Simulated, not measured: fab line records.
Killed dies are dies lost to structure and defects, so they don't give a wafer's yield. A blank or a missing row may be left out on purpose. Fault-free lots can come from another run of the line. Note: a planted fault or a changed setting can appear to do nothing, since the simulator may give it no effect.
A single fault, viewed from 2 desks ; flow n5Finfet ; numbers are kept per desk, each desk with only its own; the story behind them comes last

## FROM THE METROLOGY DESK
What the gauges read, lot by lot, whatever tool the lot ran on: means of the sampled wafers that have a number. Any lot whose mean is over 4 standard deviations away from the usual mean is out of limits and marked OUT; that distance is given in the brackets. Readings shown: 7 of its 10, picked as those furthest out on some lot.
Columns: A = DIBL_N at N5_BEOL_M4_RC_MEAS_101, usual 37.5 mV/V; B = DIBL_P at N5_BEOL_M4_RC_MEAS_101, usual 38 mV/V; C = IOFF_N at N5_BEOL_M4_RC_MEAS_101, usual 0.19 nA/um; D = ION_N at N5_BEOL_M4_RC_MEAS_101, usual 679 uA/um; E = SS_P at N5_BEOL_M4_RC_MEAS_101, usual 73.7 mV/dec; F = VT_N at N5_BEOL_M4_RC_MEAS_101, usual 248 mV; G = VT_P at N5_BEOL_M4_RC_MEAS_101, usual -249 mV
lot;first seen here;A;B;C;D;E;F;G
L422;day 7 19:21;37.2;38;0.18;672;73.5;251;-248
L426;day 8 20:35;38.7;40;0.23;691;73.9;245;-246
L429;day 10 05:40;35.6;36;0.15;669;73.3;252;-252
L430;day 10 21:11;36.7;37;0.14;660;73.5;253;-251
L441;day 13 00:09;36.9;36;0.18;678;73.7;247;-250
L443;day 13 22:26;39.2;41;0.21;683;74.6;246;-250
L442;day 13 22:40;39.7;37;0.20;678;73.7;249;-249
L444;day 14 00:07;36.6;38;0.17;676;73.9;251;-251
L445;day 14 05:08;36.3;38;0.17;683;73.6;250;-250
This desk's finding: nothing out of limits on any of the 9 lots.

## AT THE TOOL OWNER'S DESK: rieDiel-06
The tool's own readings at N5_GATE_CUT_ETCH_58 (etches SiNx in CH3F/O2, target depth 17 nm, time 128.6 s): means of the sampled wafers that have a number, for each lot that ran on this tool. Any lot whose mean is over 4 standard deviations away from the usual mean is out of limits and marked OUT; that distance is given in the brackets.
Columns: A = O2_flow_sccm at N5_GATE_CUT_ETCH_58, usual 20.00 sccm; B = drypumpMotorCurrentA at N5_GATE_CUT_ETCH_58, usual 5.5 A; C = oesProductAu at N5_GATE_CUT_ETCH_58, usual 0.79 a.u.; D = rfVppV at N5_GATE_CUT_ETCH_58, usual 99.2 V; E = showerheadPlenumPTorr at N5_GATE_CUT_ETCH_58, usual 2.02 Torr; F = throttleValvePct at N5_GATE_CUT_ETCH_58, usual 16.35 %
lot;first seen here;A;B;C;D;E;F
L426;day 5 08:35;20.01;5.6;0.86;98.5;1.97;16.37
L429;day 6 02:45;19.96;5.8;0.82;99.1;2.04;16.11
L430;day 6 10:01;19.99;5.6;0.97;100.0;2.03;16.23
L442;day 9 11:56;20.02;5.6;0.79;99.9;2.06;16.22
L445;day 10 07:13;19.97;5.7;0.75;99.9;2.05;16.36
This desk's finding: nothing out of limits on any of the 5 lots.

## ALL TOGETHER
At the metrology desk, nothing out of limits was observed.
Nothing out of limits was seen by the tool owner's desk.

## WHAT HAD BEEN PUT IN BY THE SIMULATOR
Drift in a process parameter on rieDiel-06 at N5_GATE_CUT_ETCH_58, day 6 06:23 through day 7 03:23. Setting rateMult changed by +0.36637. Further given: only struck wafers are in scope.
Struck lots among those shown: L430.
